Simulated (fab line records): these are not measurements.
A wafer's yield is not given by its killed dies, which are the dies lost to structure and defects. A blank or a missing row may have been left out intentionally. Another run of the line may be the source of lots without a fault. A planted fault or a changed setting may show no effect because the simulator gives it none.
Chamber matching :: flow n5_finfet :: N5_GATE_CUT_HM_OPEN_40 on rie_diel-03: 4 sister chambers
The step chemistry C4F6/O2, target SiO2, target depth 139 nm, time 85.1 s. 8 wafers are shown with their chamber, then 10 later ones without.

WAFERS WITH THEIR CHAMBER
wafer: L085.1
chamber: 3
drypump_motor_current_A (A): 6.6
rf_vpp_V (V): 658

wafer: L085.4
chamber: 1
drypump_motor_current_A (A): 4.8
rf_vpp_V (V): 686

wafer: L085.5
chamber: 2
drypump_motor_current_A (A): 5.7
rf_vpp_V (V): 661

wafer: L088.2
chamber: 3
drypump_motor_current_A (A): 6.7
rf_vpp_V (V): 657

wafer: L088.4
chamber: 0
drypump_motor_current_A (A): 5.3
rf_vpp_V (V): 687

wafer: L088.6
chamber: 0
drypump_motor_current_A (A): 5.3
rf_vpp_V (V): 686

wafer: L091.1
chamber: 1
drypump_motor_current_A (A): 4.8
rf_vpp_V (V): 686

wafer: L091.2
chamber: 2
drypump_motor_current_A (A): 5.7
rf_vpp_V (V): 660

WAFERS MISSING THEIR CHAMBER
wafer: L091.6
drypump_motor_current_A (A): 5.3
rf_vpp_V (V): 685

wafer: L092.3
drypump_motor_current_A (A): 5.3
rf_vpp_V (V): 684

wafer: L092.4
drypump_motor_current_A (A): 4.8
rf_vpp_V (V): 684

wafer: L092.5
drypump_motor_current_A (A): 6.7
rf_vpp_V (V): 657

wafer: L093.2
drypump_motor_current_A (A): 5.3
rf_vpp_V (V): 685

wafer: L093.4
drypump_motor_current_A (A): 4.8
rf_vpp_V (V): 683

wafer: L093.5
drypump_motor_current_A (A): 5.3
rf_vpp_V (V): 684

wafer: L097.1
drypump_motor_current_A (A): 6.7
rf_vpp_V (V): 657

wafer: L097.2
drypump_motor_current_A (A): 5.7
rf_vpp_V (V): 660

wafer: L097.6
drypump_motor_current_A (A): 4.8
rf_vpp_V (V): 685

THE CHAMBER EACH PASSED THROUGH
wafer: L091.6
from the rows above: 0
in truth: 0

wafer: L092.3
from the rows above: 0
in truth: 0

wafer: L092.4
from the rows above: 1
in truth: 1

wafer: L092.5
from the rows above: 3
in truth: 3

wafer: L093.2
from the rows above: 0
in truth: 0

wafer: L093.4
from the rows above: 1
in truth: 1

wafer: L093.5
from the rows above: 0
in truth: 0

wafer: L097.1
from the rows above: 3
in truth: 3

wafer: L097.2
from the rows above: 2
in truth: 2

wafer: L097.6
from the rows above: 1
in truth: 1
Correct placement for 10 of the 10. Not placeable from these rows: 0. 0 placed wrongly.
How it was worked out, from the rows above alone: a wafer's distance from a chamber is the root of the sum, over the readings, of the square of ((its reading less the chamber's mean) divided by the reading's scatter). The wafer belongs to the nearest chamber; if the next one is less than 2 further off, it can't be placed. For every chamber, the mean is computed from those of its wafers that are shown. The scatter: the root of (the sum of the squares of (reading less its chamber's mean) over the shown wafers, divided by (wafers less chambers)).
